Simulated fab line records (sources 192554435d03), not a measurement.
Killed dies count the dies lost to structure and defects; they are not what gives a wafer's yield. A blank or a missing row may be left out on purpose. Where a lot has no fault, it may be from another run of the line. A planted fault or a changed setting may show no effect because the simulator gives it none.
Matching of chambers -- flow n5 finfet -- pecvd-03 running N5_BEOL_M10_PECVD_70: 3 sister chambers
The step deposits SiO2 from TEOS/O2, target thk 20 nm, time 22.7 s. 3 wafers are shown with their chamber, then 8 later ones without.

## EACH WAFER AND ITS CHAMBER
wafer,chamber,throttle valve pct (%)
L084.5,1,22.0
L088.1,2,20.4
L090.1,0,23.5

## WAFERS WITHOUT THEIR CHAMBER
wafer,throttle valve pct (%)
L090.3,21.9
L090.6,23.7
L092.4,20.6
L092.5,20.4
L092.6,23.8
L096.1,21.9
L096.2,23.7
L096.3,20.8

## THE CHAMBER EACH PASSED THROUGH
wafer,from the rows above,in truth
L090.3,1,1
L090.6,0,0
L092.4,2,2
L092.5,2,2
L092.6,0,0
L096.1,1,1
L096.2,0,0
L096.3,2,2
Placed correctly: 8 of 8. Can't be placed from these rows: 0. Placed wrongly: 0.
How it was worked out, from the rows above alone: a wafer's distance from a chamber is the root of the sum, over the readings, of the square of ((its reading less the chamber's mean) divided by the reading's scatter). The wafer belongs to the nearest chamber; if the next one is less than 2 further off, it can't be placed. The mean given for a chamber averages the wafers shown for that chamber. The scatter: with one shown wafer a chamber, the root of the mean of the squares of how far each hidden wafer lies from its nearest shown one.
